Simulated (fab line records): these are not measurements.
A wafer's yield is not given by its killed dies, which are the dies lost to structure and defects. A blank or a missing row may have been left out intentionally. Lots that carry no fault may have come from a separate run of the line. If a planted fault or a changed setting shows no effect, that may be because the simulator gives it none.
8D (eight disciplines) problem report, filled in by code | flow n5 finfet | the parts of the form that need people (team, actions taken, sign-off) are left out

== 1. WHAT IS WRONG ==
Mean of killed_at_M4_up at N5_PASSIVATION_PROBE_49: 118 across 9 wafers in 3 lots; on wafers with no fault it is 13 (standard deviation 5.2). That puts it +20 standard deviations away from the usual mean.
The first sign was on wafer L148.1 at day 14 06:25, on prober-01. Wafers with a number at this step in the record: 9, from 3 lots. Rule for "out" (also "out of limits"): further than 4 standard deviations from the usual mean. All remaining wafers that have a number are taken as sound.

== 2. WHAT IT IS; WHAT IT IS NOT ==
question                    | is                     | is not
which readings at this step | killed_at_M4_up        | killed at contacts, killed at front end, killed at other, sort_bin_6_memory
which lots                  | L148, L150, L152       | -
which wafers of those lots  | all that have a number | -
read on which tools         | prober-01              | -
when                        | from day 14 06:25      | up to then (0 sound wafers)

== 3. SUSPECTS, AND WHAT RULES EACH OUT ==
Counting: a tool at a process step up to the reading stays a suspect if it ran every lot that is out and no sound lot after the first of them.
- rie diel-03 at N5_BEOL_M8_ETCH_41 (etches SiCN in CH3F/O2, target depth 31.9 nm, time 57.8 s): kept. It ran every lot that is out, first L148 (day 11 13:01), and no sound lot after that.
- prober-01 at N5_PASSIVATION_PROBE_49: kept. It ran every lot that is out, first L148 (day 14 06:25), and no sound lot after that. Its own killed_at_M4_up readings are out on those wafers.
The count leaves prober-01 at N5_PASSIVATION_PROBE_49 and rie diel-03 at N5_BEOL_M8_ETCH_41.

== 4. THE CAUSE (what the simulator had put in) ==
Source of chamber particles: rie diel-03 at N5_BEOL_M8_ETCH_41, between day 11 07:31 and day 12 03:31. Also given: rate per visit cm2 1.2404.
This tool is one of the 2 suspects left after counting.

== 5. THE CHAIN OF EFFECTS, in route order ==
One row per reading whose mean, taken over the struck wafers that have a number, lies over 3 standard deviations from the usual. Only readings for which the record gives a usual standard deviation are gone through. hours: the time from each lot's start at the first step in this table that gives one to its start at this step, as a median over the lots. sigmas: the change in usual standard deviations.
hours | step                    | reading              | usual  | on struck wafers | change | sigmas
0     | N5_PASSIVATION_PROBE_49 | defect limited yield | 91.1 % | 84.2             | -6.9   | -4.6
0     | N5_PASSIVATION_PROBE_49 | killed_at_M4_up      | 13     | 118              | +105   | +20
0     | N5_PASSIVATION_PROBE_49 | killed dies          | 105    | 186              | +81    | +4.8
0     | N5_PASSIVATION_PROBE_49 | sort_bin_5_function  | 5.1 %  | 9.7              | +4.6   | +4.7
0     | N5_PASSIVATION_PROBE_49 | sort n pass          | 1075   | 994              | -81    | -4.8
0     | N5_PASSIVATION_PROBE_49 | sort yield pct       | 91.1 % | 84.2             | -6.9   | -4.6
It contains these process steps:
- N5_PASSIVATION_PROBE_49

== 6. HOW IT WOULD HAVE BEEN CAUGHT EARLIER ==
71 hours passed between the start of the fault at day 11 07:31 and the first reading out of limits in this record, taken at day 14 06:25.
An alarm limit of 4 standard deviations would not have fired on the tool readings at N5_BEOL_M8_ETCH_41 for which the record gives a usual standard deviation, since none of them was out on any struck wafer.
The start of N5_BEOL_M8_ETCH_41 on rie diel-03 came by day 14 06:25 for every one of the lots that are out (3). Had the tool been put on hold then, not one of them would have been saved.
